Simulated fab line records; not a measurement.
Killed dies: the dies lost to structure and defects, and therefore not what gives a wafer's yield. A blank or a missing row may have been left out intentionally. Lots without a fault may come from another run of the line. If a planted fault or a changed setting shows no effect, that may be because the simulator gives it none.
Split-lot trial / flow n5-finfet / 39 wafers read from 7 lots, route of 1938 steps

THE SPLIT ITSELF
At N5_MOL_CONTACT_COAG_VIA_ETCH_46 (etches SiO2 in C4F6/O2, target depth 46 nm, overetch 9.2 nm, time 40 s), the setting bias-w was moved away from the recipe's 455 W on 12 of the 39 wafers read, by +8.5% to +19.2%. For the rest of the wafers, this setting stayed at what the recipe calls for.

The reading comes from the split's own step.

THE READING
rf-vpp-V, in V, at N5_MOL_CONTACT_COAG_VIA_ETCH_46 (etches SiO2 in C4F6/O2, target depth 46 nm, overetch 9.2 nm, time 40 s). On this fab line, fault-free wafers typically give 1575 V with a standard deviation of 27 V.

wafer=L076.1; tool, chamber at the split=rie-diel-01, 3; bias-w as run, W=455; against the recipe=recipe; rf-vpp-V, V=1626; against lot-mates on the recipe=-
wafer=L076.2; tool, chamber at the split=rie-diel-01, 2; bias-w as run, W=455; against the recipe=recipe; rf-vpp-V, V=1579; against lot-mates on the recipe=-
wafer=L076.3; tool, chamber at the split=rie-diel-01, 1; bias-w as run, W=455; against the recipe=recipe; rf-vpp-V, V=1592; against lot-mates on the recipe=-
wafer=L076.4; tool, chamber at the split=rie-diel-01, 0; bias-w as run, W=455; against the recipe=recipe; rf-vpp-V, V=1565; against lot-mates on the recipe=-
wafer=L076.5; tool, chamber at the split=rie-diel-01, 1; bias-w as run, W=455; against the recipe=recipe; rf-vpp-V, V=1592; against lot-mates on the recipe=-
wafer=L076.6; tool, chamber at the split=rie-diel-01, 0; bias-w as run, W=455; against the recipe=recipe; rf-vpp-V, V=1564; against lot-mates on the recipe=-
wafer=L079.1; tool, chamber at the split=rie-diel-06, 2; bias-w as run, W=455; against the recipe=recipe; rf-vpp-V, V=1532; against lot-mates on the recipe=-
wafer=L079.2; tool, chamber at the split=rie-diel-06, 3; bias-w as run, W=455; against the recipe=recipe; rf-vpp-V, V=1559; against lot-mates on the recipe=-
wafer=L079.3; tool, chamber at the split=rie-diel-06, 0; bias-w as run, W=455; against the recipe=recipe; rf-vpp-V, V=1578; against lot-mates on the recipe=-
wafer=L079.4; tool, chamber at the split=rie-diel-06, 2; bias-w as run, W=455; against the recipe=recipe; rf-vpp-V, V=1532; against lot-mates on the recipe=-
wafer=L079.5; tool, chamber at the split=rie-diel-06, 0; bias-w as run, W=455; against the recipe=recipe; rf-vpp-V, V=1577; against lot-mates on the recipe=-
wafer=L079.6; tool, chamber at the split=rie-diel-06, 3; bias-w as run, W=455; against the recipe=recipe; rf-vpp-V, V=1559; against lot-mates on the recipe=-
wafer=L085.1; tool, chamber at the split=rie-diel-06, 1; bias-w as run, W=542.3; against the recipe=+19.2%; rf-vpp-V, V=1812; against lot-mates on the recipe=+237
wafer=L085.2; tool, chamber at the split=rie-diel-06, 2; bias-w as run, W=542.3; against the recipe=+19.2%; rf-vpp-V, V=1745; against lot-mates on the recipe=+170
wafer=L085.3; tool, chamber at the split=rie-diel-06, 3; bias-w as run, W=455; against the recipe=recipe; rf-vpp-V, V=1557; against lot-mates on the recipe=-
wafer=L085.4; tool, chamber at the split=rie-diel-06, 0; bias-w as run, W=542.3; against the recipe=+19.2%; rf-vpp-V, V=1795; against lot-mates on the recipe=+220
wafer=L085.5; tool, chamber at the split=rie-diel-06, 0; bias-w as run, W=455; against the recipe=recipe; rf-vpp-V, V=1577; against lot-mates on the recipe=-
wafer=L085.6; tool, chamber at the split=rie-diel-06, 1; bias-w as run, W=455; against the recipe=recipe; rf-vpp-V, V=1591; against lot-mates on the recipe=-
wafer=L086.1; tool, chamber at the split=rie-diel-02, 2; bias-w as run, W=455; against the recipe=recipe; rf-vpp-V, V=1627; against lot-mates on the recipe=-
wafer=L086.2; tool, chamber at the split=rie-diel-02, 0; bias-w as run, W=455; against the recipe=recipe; rf-vpp-V, V=1552; against lot-mates on the recipe=-
wafer=L086.3; tool, chamber at the split=rie-diel-02, 1; bias-w as run, W=493.8; against the recipe=+8.5%; rf-vpp-V, V=1638; against lot-mates on the recipe=+58
wafer=L086.4; tool, chamber at the split=rie-diel-02, 3; bias-w as run, W=455; against the recipe=recipe; rf-vpp-V, V=1560; against lot-mates on the recipe=-
wafer=L086.5; tool, chamber at the split=rie-diel-02, 3; bias-w as run, W=493.8; against the recipe=+8.5%; rf-vpp-V, V=1659; against lot-mates on the recipe=+79
wafer=L086.6; tool, chamber at the split=rie-diel-02, 2; bias-w as run, W=493.8; against the recipe=+8.5%; rf-vpp-V, V=1728; against lot-mates on the recipe=+148
wafer=L088.1; tool, chamber at the split=rie-diel-01, 1; bias-w as run, W=542; against the recipe=+19.1%; rf-vpp-V, V=1810; against lot-mates on the recipe=+220
wafer=L088.2; tool, chamber at the split=rie-diel-01, 2; bias-w as run, W=455; against the recipe=recipe; rf-vpp-V, V=1580; against lot-mates on the recipe=-
wafer=L088.3; tool, chamber at the split=rie-diel-01, 3; bias-w as run, W=455; against the recipe=recipe; rf-vpp-V, V=1626; against lot-mates on the recipe=-
wafer=L088.4; tool, chamber at the split=rie-diel-01, 0; bias-w as run, W=542; against the recipe=+19.1%; rf-vpp-V, V=1781; against lot-mates on the recipe=+191
wafer=L088.5; tool, chamber at the split=rie-diel-01, 0; bias-w as run, W=455; against the recipe=recipe; rf-vpp-V, V=1564; against lot-mates on the recipe=-
wafer=L088.6; tool, chamber at the split=rie-diel-01, 3; bias-w as run, W=542; against the recipe=+19.1%; rf-vpp-V, V=1850; against lot-mates on the recipe=+260
wafer=L092.2; tool, chamber at the split=rie-diel-02, 0; bias-w as run, W=455; against the recipe=recipe; rf-vpp-V, V=1551; against lot-mates on the recipe=-
wafer=L092.3; tool, chamber at the split=rie-diel-02, 2; bias-w as run, W=455; against the recipe=recipe; rf-vpp-V, V=1626; against lot-mates on the recipe=-
wafer=L092.6; tool, chamber at the split=rie-diel-02, 1; bias-w as run, W=455; against the recipe=recipe; rf-vpp-V, V=1540; against lot-mates on the recipe=-
wafer=L096.1; tool, chamber at the split=rie-diel-01, 1; bias-w as run, W=455; against the recipe=recipe; rf-vpp-V, V=1590; against lot-mates on the recipe=-
wafer=L096.2; tool, chamber at the split=rie-diel-01, 3; bias-w as run, W=532.9; against the recipe=+17.1%; rf-vpp-V, V=1825; against lot-mates on the recipe=+248
wafer=L096.3; tool, chamber at the split=rie-diel-01, 2; bias-w as run, W=455; against the recipe=recipe; rf-vpp-V, V=1577; against lot-mates on the recipe=-
wafer=L096.4; tool, chamber at the split=rie-diel-01, 0; bias-w as run, W=532.9; against the recipe=+17.1%; rf-vpp-V, V=1759; against lot-mates on the recipe=+182
wafer=L096.5; tool, chamber at the split=rie-diel-01, 0; bias-w as run, W=455; against the recipe=recipe; rf-vpp-V, V=1565; against lot-mates on the recipe=-
wafer=L096.6; tool, chamber at the split=rie-diel-01, 1; bias-w as run, W=532.9; against the recipe=+17.1%; rf-vpp-V, V=1787; against lot-mates on the recipe=+210

FIT RESULTS
A straight line over all 39 wafers: rf-vpp-V changes by +11.9 V for each +1% of bias-w; r = +0.95; the points scatter about the line by 30 V.
The same after taking each lot's own level away (the mean of its wafers on the recipe; 39 wafers): +11.6 V for each +1%; r = +0.96; scatter 28 V.
Per that fit: largest bias-w move, reading shift of 2.2e+02 V.
The span of the lots' own levels, 1556.2 to 1590.0 V, comes to 1.3 times the standard deviation stated above.
Hence the lot-to-lot level has little effect on the slope; both slopes agree.
Check: for one of the wafers moved furthest among these (+19.2%), held out of the fit, the line's prediction against its lot-mates is +221 V. Against them it came out at +237 V.
Tool readings at the split's step, against how far the setting was moved: rf-vpp-V r = +0.95.

ADDITIONAL SPLITS CARRIED BY THESE WAFERS
Other splits were also applied to these wafers ahead of the reading. Each is held against what the fit with the lots' levels taken away leaves over:
other split on the same wafers=N5_WELL_APT_IMPLANT_15 energy-kev; wafers away from the commonest value=9; r with rf-vpp-V (lot level and that fit taken away)=+0.33
other split on the same wafers=N5_WELL_APT_IMPLANT_32 energy-kev; wafers away from the commonest value=15; r with rf-vpp-V (lot level and that fit taken away)=+0.03
other split on the same wafers=N5_FIN_SAQP_SPACER2_ALD_28 target-thk-a; wafers away from the commonest value=15; r with rf-vpp-V (lot level and that fit taken away)=+0.21
other split on the same wafers=N5_DUMMY_GATE_ETCH_31 target-depth-a; wafers away from the commonest value=15; r with rf-vpp-V (lot level and that fit taken away)=-0.06
other split on the same wafers=N5_MOL_CONTACT_COAG_ETCH_110 bias-w; wafers away from the commonest value=12; r with rf-vpp-V (lot level and that fit taken away)=+0.06
other split on the same wafers=N5_MOL_CONTACT_COAG_ALD_27 ald-cycles; wafers away from the commonest value=15; r with rf-vpp-V (lot level and that fit taken away)=+0.00

THE FILE'S OWN FIT
rf-vpp-V changes by +11.6 V for each +1% of bias-w, r = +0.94.
